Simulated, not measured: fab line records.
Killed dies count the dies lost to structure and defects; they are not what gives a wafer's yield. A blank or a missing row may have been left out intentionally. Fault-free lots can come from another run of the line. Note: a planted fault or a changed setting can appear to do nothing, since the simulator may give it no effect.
Problem report, 8D (eight disciplines) form, completed by code	flow nand_harc	the parts of the form that need people (team, actions taken, sign-off) are left out

## 1. THE ISSUE
Mean of trench_depth_nm at NHARC_P_STI_OCD_MEAS_17: 249 nm across 4 wafers in 3 lots; on wafers with no fault it is 300 nm (standard deviation 5). Measured from the usual mean, that is -10 standard deviations.
The first sign was on wafer L527.1 at day 5 11:58, on ocd-02. Wafers with a number at this step in the record: 36, from 13 lots. Rule for "out" (also "out of limits"): further than 4 standard deviations from the usual mean. The rest of the wafers with a number are treated as sound.

## 2. WHAT IT IS, AND WHAT IT ISN'T
question	is	is not
which readings at this step	trench_depth_nm	-
which lots	L527, L528, L530	L515, L518, L519, L521, L522, L524, L526, L534, L535, L536
which wafers of those lots	L527.1, L528.1, L530.1, L530.5	L527.6, L528.6
read on which gauges	ocd-01, ocd-02	-
when	from day 5 11:58	up to then (22 sound wafers); but 10 sound wafers of L528, L534, L535, L536 came after

## 3. SUSPECTS, AND WHAT RULES EACH OUT
Counting: any tool at a process step up to the reading remains a suspect provided it ran every lot that is out. Sound lots after the first of them don't rule it out here, since some wafers of a struck lot are sound.
- the gauge at NHARC_P_STI_OCD_MEAS_17 has been ruled out. The wafers that are out were read on 2 gauges (ocd-01, ocd-02).
- rie_si-05 at NHARC_P_STI_ETCH_15 (etches the open film in HBr/Cl2, target depth 300 nm, time 100.1 s): kept. Ran every lot that is out, first one L527 (day 5 11:45); last sound lot up to then L526 (day 5 06:35). On those wafers its own readings are out: oes_product_au.
After counting, what remains is rie_si-05 at NHARC_P_STI_ETCH_15.

## 4. THE CAUSE (what the simulator had put in)
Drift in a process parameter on rie_si-05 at NHARC_P_STI_ETCH_15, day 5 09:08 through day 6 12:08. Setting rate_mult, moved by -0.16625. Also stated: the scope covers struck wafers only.
The count eliminated every tool but this one.

## 5. THE EFFECT CHAIN, in route order
One row per reading whose mean, taken over the struck wafers that have a number, lies over 3 standard deviations from the usual. Scope: only readings with a usual standard deviation given in the record; hours: median across lots of the time from each lot's start at the first step in this table that gives one to its start at this step; sigmas: change in usual standard deviations.
hours	step	reading	usual	on struck wafers	change	sigmas
0	NHARC_P_STI_ETCH_15	oes_product_au	0.999 a.u.	0.893	-0.106	-9.7
0	NHARC_P_STI_OCD_MEAS_17	trench_depth_nm	300 nm	249	-51	-10
Process steps it contains:
- NHARC_P_STI_ETCH_15: etches the open film in HBr/Cl2, target depth 300 nm, time 100.1 s.
At these later measuring or inspecting steps, every struck wafer for which the step has a row has a number for every such reading, and none has moved that far: NHARC_P_GATE_OVL_MEAS_27.

## 6. HOW IT WOULD HAVE BEEN CAUGHT EARLIER
Counted from the fault's start at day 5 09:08, it took 3 hours until the first out-of-limits reading at a measuring or inspecting step in this record, taken at day 5 11:58.
At NHARC_P_STI_ETCH_15, the tool's own readings (oes_product_au) were out on each struck wafer the step has a row for, so an alarm limit on them would have fired on the first such wafer.
L528, L530, from the lots that are out (3), started NHARC_P_STI_ETCH_15 on rie_si-05 later than day 5 11:58. A hold on the tool at that time would have spared those 2.
